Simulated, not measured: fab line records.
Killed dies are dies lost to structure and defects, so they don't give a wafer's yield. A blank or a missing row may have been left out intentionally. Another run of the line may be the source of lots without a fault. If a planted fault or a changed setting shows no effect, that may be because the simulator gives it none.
Which tool is to blame? / flow nandHarc / 34 wafers from 12 lots sampled at 5 of the route's 1159 steps

== WHAT THE GAUGES SHOWED, per wafer ==
NHARC_END_SORT_01.
lot=L647; measured=day 19 16:32; on=prober-02; killedAtArray=32 35 29; killedAtOther=2 0 1; killedAtPeriphery=1 2 5; killedDies=35 37 35; killedOpen=4 2 7; killedShort=3 1 2
lot=L649; measured=day 19 16:31; on=prober-01; killedAtArray=22 37 28; killedAtOther=0 0 1; killedAtPeriphery=4 2 2; killedDies=26 39 31; killedOpen=2 7 4; killedShort=1 2 0
lot=L648; measured=day 20 05:19; on=prober-02; killedAtArray=18 19 18; killedAtOther=0 0 1; killedAtPeriphery=11 7 9; killedDies=29 26 28; killedOpen=3 0 3; killedShort=1 3 1
lot=L650; measured=day 20 14:42; on=prober-02; killedAtArray=656 673; killedAtOther=0 0; killedAtPeriphery=4 3; killedDies=660 676; killedOpen=5 5; killedShort=3 3
lot=L656; measured=day 21 19:19; on=prober-02; killedAtArray=23 665; killedAtOther=0 0; killedAtPeriphery=3 4; killedDies=26 669; killedOpen=1 3; killedShort=0 1
lot=L660; measured=day 22 01:51; on=prober-02; killedAtArray=29 39 38; killedAtOther=1 1 0; killedAtPeriphery=3 2 4; killedDies=33 42 42; killedOpen=2 1 2; killedShort=0 4 0
lot=L659; measured=day 22 02:40; on=prober-01; killedAtArray=18 19 29; killedAtOther=0 0 0; killedAtPeriphery=2 2 1; killedDies=20 21 30; killedOpen=2 5 2; killedShort=1 1 2
lot=L663; measured=day 23 07:44; on=prober-01; killedAtArray=43 46 51; killedAtOther=1 0 0; killedAtPeriphery=2 0 3; killedDies=46 46 54; killedOpen=4 1 4; killedShort=0 1 2
lot=L664; measured=day 23 06:09; on=prober-02; killedAtArray=20 25 15; killedAtOther=2 1 1; killedAtPeriphery=3 2 0; killedDies=25 28 16; killedOpen=1 3 2; killedShort=5 1 4
lot=L665; measured=day 23 15:29; on=prober-01; killedAtArray=41 35 32; killedAtOther=0 1 1; killedAtPeriphery=6 2 3; killedDies=47 38 36; killedOpen=2 3 3; killedShort=2 2 3
lot=L668; measured=day 24 04:02; on=prober-02; killedAtArray=29 22 18; killedAtOther=0 0 0; killedAtPeriphery=2 6 1; killedDies=31 28 19; killedOpen=4 4 1; killedShort=0 1 0
lot=L670; measured=day 24 17:16; on=prober-02; killedAtArray=34 31 26; killedAtOther=2 2 6; killedAtPeriphery=0 0 1; killedDies=36 33 33; killedOpen=3 0 2; killedShort=2 3 1

== TOOL THAT RAN EACH LOT (tool first, then ch and the chambers of the sampled wafers, then the start) ==
lot=L647; NHARC_A_STAIRCASE_DESCUM_11=rieDiel-10 ch 0,1,3, day 11 04:59; NHARC_A_STAIRCASE_TRIM_14=rieDiel-10 ch 0,1,2, day 11 07:09 or earlier; NHARC_A_STAIRCASE_ETCH_17=rieDiel-10 ch 0,1,2, day 11 07:09; NHARC_A_STAIRCASE_TRIM_26=rieDiel-10 ch 0,1,2, day 19 16:32 or earlier
lot=L649; NHARC_A_STAIRCASE_DESCUM_11=rieDiel-11 ch 0,2,3, day 11 05:15; NHARC_A_STAIRCASE_TRIM_14=rieDiel-11 ch 0,3, day 11 08:27 or earlier; NHARC_A_STAIRCASE_ETCH_17=rieDiel-11 ch 0,2,3, day 11 08:27; NHARC_A_STAIRCASE_TRIM_26=rieDiel-10 ch 1,2,3, day 19 16:31 or earlier
lot=L648; NHARC_A_STAIRCASE_DESCUM_11=rieDiel-11 ch 1,2,3, day 11 05:58; NHARC_A_STAIRCASE_TRIM_14=rieDiel-11 ch 0,1,3, day 11 08:47 or earlier; NHARC_A_STAIRCASE_ETCH_17=rieDiel-11 ch 1,2,3, day 11 08:47; NHARC_A_STAIRCASE_TRIM_26=rieDiel-11 ch 0,1,2, day 20 05:19 or earlier
lot=L650; NHARC_A_STAIRCASE_DESCUM_11=rieDiel-11 ch 1,3, day 11 21:36; NHARC_A_STAIRCASE_TRIM_14=rieDiel-11 ch 0,1, day 11 22:33 or earlier; NHARC_A_STAIRCASE_ETCH_17=rieDiel-11 ch 3, day 11 22:33; NHARC_A_STAIRCASE_TRIM_26=rieDiel-11 ch 0,1, day 20 14:42 or earlier
lot=L656; NHARC_A_STAIRCASE_DESCUM_11=rieDiel-11 ch 1,2, day 13 01:33; NHARC_A_STAIRCASE_TRIM_14=rieDiel-11 ch 0,3, day 13 02:19 or earlier; NHARC_A_STAIRCASE_ETCH_17=rieDiel-11 ch 1,2, day 13 02:19; NHARC_A_STAIRCASE_TRIM_26=rieDiel-11 ch 0,2, day 21 19:19 or earlier
lot=L660; NHARC_A_STAIRCASE_DESCUM_11=rieDiel-10 ch 0,2,3, day 14 02:56; NHARC_A_STAIRCASE_TRIM_14=rieDiel-10 ch 0,1,3, day 14 05:36 or earlier; NHARC_A_STAIRCASE_ETCH_17=rieDiel-10 ch 0,1,3, day 14 05:36; NHARC_A_STAIRCASE_TRIM_26=rieDiel-10 ch 1,2,3, day 22 01:51 or earlier
lot=L659; NHARC_A_STAIRCASE_DESCUM_11=rieDiel-09 ch 0,2,3, day 14 06:24; NHARC_A_STAIRCASE_TRIM_14=rieDiel-09 ch 0,1,2, day 14 07:16 or earlier; NHARC_A_STAIRCASE_ETCH_17=rieDiel-09 ch 0,1,3, day 14 07:16; NHARC_A_STAIRCASE_TRIM_26=rieDiel-11 ch 1,2,3, day 22 02:40 or earlier
lot=L663; NHARC_A_STAIRCASE_DESCUM_11=rieDiel-09 ch 0,3, day 14 20:20; NHARC_A_STAIRCASE_TRIM_14=rieDiel-09 ch 1,2,3, day 14 21:13 or earlier; NHARC_A_STAIRCASE_ETCH_17=rieDiel-09 ch 1,2,3, day 14 21:13; NHARC_A_STAIRCASE_TRIM_26=rieDiel-11 ch 0,2,3, day 23 07:44 or earlier
lot=L664; NHARC_A_STAIRCASE_DESCUM_11=rieDiel-09 ch 0,1,2, day 14 20:37; NHARC_A_STAIRCASE_TRIM_14=rieDiel-09 ch 1,2,3, day 14 21:24 or earlier; NHARC_A_STAIRCASE_ETCH_17=rieDiel-09 ch 0,2,3, day 14 21:24; NHARC_A_STAIRCASE_TRIM_26=rieDiel-09 ch 0,1,2, day 23 06:09 or earlier
lot=L665; NHARC_A_STAIRCASE_DESCUM_11=rieDiel-10 ch 0,2,3, day 15 07:10; NHARC_A_STAIRCASE_TRIM_14=rieDiel-10 ch 0,1, day 15 08:02 or earlier; NHARC_A_STAIRCASE_ETCH_17=rieDiel-10 ch 1,2,3, day 15 08:02; NHARC_A_STAIRCASE_TRIM_26=rieDiel-09 ch 0,3, day 23 15:29 or earlier
lot=L668; NHARC_A_STAIRCASE_DESCUM_11=rieDiel-11 ch 0,2,3, day 15 18:50; NHARC_A_STAIRCASE_TRIM_14=rieDiel-11 ch 2,3, day 15 21:03 or earlier; NHARC_A_STAIRCASE_ETCH_17=rieDiel-11 ch 0,1, day 15 21:03; NHARC_A_STAIRCASE_TRIM_26=rieDiel-11 ch 0,2,3, day 24 04:02 or earlier
lot=L670; NHARC_A_STAIRCASE_DESCUM_11=rieDiel-11 ch 0,1,3, day 16 19:11; NHARC_A_STAIRCASE_TRIM_14=rieDiel-11 ch 1,2,3, day 16 20:14 or earlier; NHARC_A_STAIRCASE_ETCH_17=rieDiel-11 ch 0,1,2, day 16 20:14; NHARC_A_STAIRCASE_TRIM_26=rieDiel-11 ch 0,1,3, day 24 17:16 or earlier
- NHARC_A_STAIRCASE_DESCUM_11: chemistry O2, time 3 s.
- NHARC_A_STAIRCASE_TRIM_14: chemistry O2, time 211.2 s.
- NHARC_A_STAIRCASE_ETCH_17: etches the open film in C4F8/O2, target depth 100 nm, time 40.5 s.
- NHARC_A_STAIRCASE_TRIM_26: chemistry O2, time 211.2 s.

== WHAT THE TOOLS THEMSELVES READ (means of the sampled wafers that have a number; where no wafer has one, the mark that the record gives instead) ==
NHARC_A_STAIRCASE_DESCUM_11.
lot=L647; tool=rieDiel-10; drypumpMotorCurrentA (A)=5.5; oesProductAu (a.u.)=1.003; rfVppV (V)=57.3; showerheadPlenumPTorr (Torr)=1.90; throttleValvePct (%)=11.302
lot=L649; tool=rieDiel-11; drypumpMotorCurrentA (A)=6.0; oesProductAu (a.u.)=0.988; rfVppV (V)=58.3; showerheadPlenumPTorr (Torr)=2.04; throttleValvePct (%)=11.299
lot=L648; tool=rieDiel-11; drypumpMotorCurrentA (A)=5.8; oesProductAu (a.u.)=0.993; rfVppV (V)=58.0; showerheadPlenumPTorr (Torr)=1.95; throttleValvePct (%)=11.311
lot=L650; tool=rieDiel-11; drypumpMotorCurrentA (A)=5.7; oesProductAu (a.u.)=1.002; rfVppV (V)=58.0; showerheadPlenumPTorr (Torr)=1.89; throttleValvePct (%)=11.303
lot=L656; tool=rieDiel-11; drypumpMotorCurrentA (A)=5.9; oesProductAu (a.u.)=0.992; rfVppV (V)=57.5; showerheadPlenumPTorr (Torr)=1.94; throttleValvePct (%)=11.314
lot=L660; tool=rieDiel-10; drypumpMotorCurrentA (A)=5.6; oesProductAu (a.u.)=0.995; rfVppV (V)=57.5; showerheadPlenumPTorr (Torr)=1.86; throttleValvePct (%)=11.316
lot=L659; tool=rieDiel-09; drypumpMotorCurrentA (A)=5.5; oesProductAu (a.u.)=1.006; rfVppV (V)=57.3; showerheadPlenumPTorr (Torr)=1.86; throttleValvePct (%)=11.321
lot=L663; tool=rieDiel-09; drypumpMotorCurrentA (A)=5.6; oesProductAu (a.u.)=1.012; rfVppV (V)=58.2; showerheadPlenumPTorr (Torr)=1.82; throttleValvePct (%)=11.307
lot=L664; tool=rieDiel-09; drypumpMotorCurrentA (A)=5.2; oesProductAu (a.u.)=1.007; rfVppV (V)=57.9; showerheadPlenumPTorr (Torr)=1.92; throttleValvePct (%)=11.305
lot=L665; tool=rieDiel-10; drypumpMotorCurrentA (A)=5.6; oesProductAu (a.u.)=0.994; rfVppV (V)=58.1; showerheadPlenumPTorr (Torr)=1.85; throttleValvePct (%)=11.314
lot=L668; tool=rieDiel-11; drypumpMotorCurrentA (A)=6.0; oesProductAu (a.u.)=0.989; rfVppV (V)=58.3; showerheadPlenumPTorr (Torr)=2.03; throttleValvePct (%)=11.309
lot=L670; tool=rieDiel-11; drypumpMotorCurrentA (A)=6.0; oesProductAu (a.u.)=0.990; rfVppV (V)=58.0; showerheadPlenumPTorr (Torr)=1.94; throttleValvePct (%)=11.321

NHARC_A_STAIRCASE_TRIM_14.
lot=L647; tool=rieDiel-10; drypumpMotorCurrentA (A)=5.3; oesProductAu (a.u.)=1.002; rfVppV (V)=57.4; showerheadPlenumPTorr (Torr)=3.55; throttleValvePct (%)=17.041
lot=L649; tool=rieDiel-11; drypumpMotorCurrentA (A)=6.2; oesProductAu (a.u.)=0.985; rfVppV (V)=57.9; showerheadPlenumPTorr (Torr)=3.74; throttleValvePct (%)=17.040
lot=L648; tool=rieDiel-11; drypumpMotorCurrentA (A)=6.0; oesProductAu (a.u.)=0.998; rfVppV (V)=58.6; showerheadPlenumPTorr (Torr)=3.60; throttleValvePct (%)=17.039
lot=L650; tool=rieDiel-11; drypumpMotorCurrentA (A)=6.2; oesProductAu (a.u.)=1.000; rfVppV (V)=57.5; showerheadPlenumPTorr (Torr)=3.57; throttleValvePct (%)=17.041
lot=L656; tool=rieDiel-11; drypumpMotorCurrentA (A)=6.0; oesProductAu (a.u.)=0.993; rfVppV (V)=58.1; showerheadPlenumPTorr (Torr)=3.71; throttleValvePct (%)=17.038
lot=L660; tool=rieDiel-10; drypumpMotorCurrentA (A)=5.6; oesProductAu (a.u.)=1.002; rfVppV (V)=58.3; showerheadPlenumPTorr (Torr)=3.48; throttleValvePct (%)=17.043
lot=L659; tool=rieDiel-09; drypumpMotorCurrentA (A)=5.3; oesProductAu (a.u.)=1.007; rfVppV (V)=58.3; showerheadPlenumPTorr (Torr)=3.54; throttleValvePct (%)=17.031
lot=L663; tool=rieDiel-09; drypumpMotorCurrentA (A)=5.3; oesProductAu (a.u.)=1.009; rfVppV (V)=58.1; showerheadPlenumPTorr (Torr)=3.50; throttleValvePct (%)=17.037
lot=L664; tool=rieDiel-09; drypumpMotorCurrentA (A)=5.3; oesProductAu (a.u.)=1.012; rfVppV (V)=58.0; showerheadPlenumPTorr (Torr)=3.50; throttleValvePct (%)=17.035
lot=L665; tool=rieDiel-10; drypumpMotorCurrentA (A)=5.3; oesProductAu (a.u.)=0.998; rfVppV (V)=58.0; showerheadPlenumPTorr (Torr)=3.55; throttleValvePct (%)=17.034
lot=L668; tool=rieDiel-11; drypumpMotorCurrentA (A)=5.8; oesProductAu (a.u.)=0.992; rfVppV (V)=58.0; showerheadPlenumPTorr (Torr)=3.72; throttleValvePct (%)=17.030
lot=L670; tool=rieDiel-11; drypumpMotorCurrentA (A)=5.8; oesProductAu (a.u.)=0.999; rfVppV (V)=57.7; showerheadPlenumPTorr (Torr)=3.57; throttleValvePct (%)=17.047

NHARC_A_STAIRCASE_ETCH_17.
lot=L647; tool=rieDiel-10; biasW (W)=1001.7; oesProductAu (a.u.)=0.952; rfVppV (V)=896
lot=L649; tool=rieDiel-11; biasW (W)=997.6; oesProductAu (a.u.)=0.924; rfVppV (V)=904
lot=L648; tool=rieDiel-11; biasW (W)=1001.8; oesProductAu (a.u.)=0.929; rfVppV (V)=899
lot=L650; tool=rieDiel-11; biasW (W)=1004.0; oesProductAu (a.u.)=1.091; rfVppV (V)=900
lot=L656; tool=rieDiel-11; biasW (W)=998.7; oesProductAu (a.u.)=1.002; rfVppV (V)=898
lot=L660; tool=rieDiel-10; biasW (W)=1000.4; oesProductAu (a.u.)=0.943; rfVppV (V)=894
lot=L659; tool=rieDiel-09; biasW (W)=1000.3; oesProductAu (a.u.)=0.945; rfVppV (V)=894
lot=L663; tool=rieDiel-09; biasW (W)=997.6; oesProductAu (a.u.)=0.947; rfVppV (V)=895
lot=L664; tool=rieDiel-09; biasW (W)=999.1; oesProductAu (a.u.)=0.956; rfVppV (V)=892
lot=L665; tool=rieDiel-10; biasW (W)=1002.9; oesProductAu (a.u.)=0.935; rfVppV (V)=893
lot=L668; tool=rieDiel-11; biasW (W)=998.6; oesProductAu (a.u.)=0.929; rfVppV (V)=900
lot=L670; tool=rieDiel-11; biasW (W)=997.5; oesProductAu (a.u.)=0.928; rfVppV (V)=900

NHARC_A_STAIRCASE_TRIM_26.
lot=L647; tool=rieDiel-10; drypumpMotorCurrentA (A)=5.3; oesProductAu (a.u.)=0.997; rfVppV (V)=58.2; showerheadPlenumPTorr (Torr)=3.55; throttleValvePct (%)=17.036
lot=L649; tool=rieDiel-10; drypumpMotorCurrentA (A)=5.5; oesProductAu (a.u.)=1.001; rfVppV (V)=57.2; showerheadPlenumPTorr (Torr)=3.47; throttleValvePct (%)=17.038
lot=L648; tool=rieDiel-11; drypumpMotorCurrentA (A)=6.1; oesProductAu (a.u.)=0.995; rfVppV (V)=57.3; showerheadPlenumPTorr (Torr)=3.65; throttleValvePct (%)=17.030
lot=L650; tool=rieDiel-11; drypumpMotorCurrentA (A)=6.2; oesProductAu (a.u.)=1.003; rfVppV (V)=57.7; showerheadPlenumPTorr (Torr)=3.57; throttleValvePct (%)=17.036
lot=L656; tool=rieDiel-11; drypumpMotorCurrentA (A)=6.2; oesProductAu (a.u.)=0.992; rfVppV (V)=57.5; showerheadPlenumPTorr (Torr)=3.79; throttleValvePct (%)=17.038
lot=L660; tool=rieDiel-10; drypumpMotorCurrentA (A)=5.5; oesProductAu (a.u.)=0.999; rfVppV (V)=57.1; showerheadPlenumPTorr (Torr)=3.46; throttleValvePct (%)=17.034
lot=L659; tool=rieDiel-11; drypumpMotorCurrentA (A)=5.8; oesProductAu (a.u.)=0.997; rfVppV (V)=57.9; showerheadPlenumPTorr (Torr)=3.58; throttleValvePct (%)=17.038
lot=L663; tool=rieDiel-11; drypumpMotorCurrentA (A)=6.0; oesProductAu (a.u.)=0.989; rfVppV (V)=57.7; showerheadPlenumPTorr (Torr)=3.72; throttleValvePct (%)=17.027
lot=L664; tool=rieDiel-09; drypumpMotorCurrentA (A)=5.3; oesProductAu (a.u.)=1.009; rfVppV (V)=57.5; showerheadPlenumPTorr (Torr)=3.54; throttleValvePct (%)=17.037
lot=L665; tool=rieDiel-09; drypumpMotorCurrentA (A)=5.6; oesProductAu (a.u.)=1.015; rfVppV (V)=57.5; showerheadPlenumPTorr (Torr)=3.36; throttleValvePct (%)=17.033
lot=L668; tool=rieDiel-11; drypumpMotorCurrentA (A)=6.0; oesProductAu (a.u.)=0.993; rfVppV (V)=58.9; showerheadPlenumPTorr (Torr)=3.72; throttleValvePct (%)=17.036
lot=L670; tool=rieDiel-11; drypumpMotorCurrentA (A)=6.0; oesProductAu (a.u.)=0.990; rfVppV (V)=58.4; showerheadPlenumPTorr (Torr)=3.57; throttleValvePct (%)=17.041

== THE ANSWER, worked out from the rows above alone ==
Rule: the usual values come from the lots themselves. Put in order of their means at a reading, lots are off if they are a third of the lots or fewer, leave a main group of 4 or more, and stand apart from it by a gap of 3 or more times the standard deviation of the main group's means; of several such gaps the widest counts. A main group is skipped when, at the precision printed for the reading in the tables above, its means are all equal. A lot without any number at a reading at which 4 lots or more have one is off too. Where the step has rows for the other lots, those lots are counted as sound. After the gauges, taken in route order, come the tools' own readings; for these a lot's mean is taken, as printed above. The first step at which some lot is off is used, and at that step the reading that is off furthest; a lot without a number counts as furthest.
Off: L650, L656, at NHARC_END_SORT_01 (killedDies). The main group has a mean of 33 with a standard deviation of 7.8.
If a tool, at a process step before that reading, ran all the lots that are off and no sound lot after the first of them, it fits. Not tried: the gauges at NHARC_END_SORT_01; whatever is off there is also off at NHARC_A_STAIRCASE_ETCH_17, on other tools, and gauge error can't account for it. NHARC_A_STAIRCASE_TRIM_14: start missing for some lots; hours and lot order therefore follow NHARC_A_STAIRCASE_ETCH_17. NHARC_A_STAIRCASE_TRIM_26: start missing for some lots; hours and lot order therefore follow NHARC_END_SORT_01. No candidate that was tried fits.

== WHAT THE SIMULATOR PUT IN ==
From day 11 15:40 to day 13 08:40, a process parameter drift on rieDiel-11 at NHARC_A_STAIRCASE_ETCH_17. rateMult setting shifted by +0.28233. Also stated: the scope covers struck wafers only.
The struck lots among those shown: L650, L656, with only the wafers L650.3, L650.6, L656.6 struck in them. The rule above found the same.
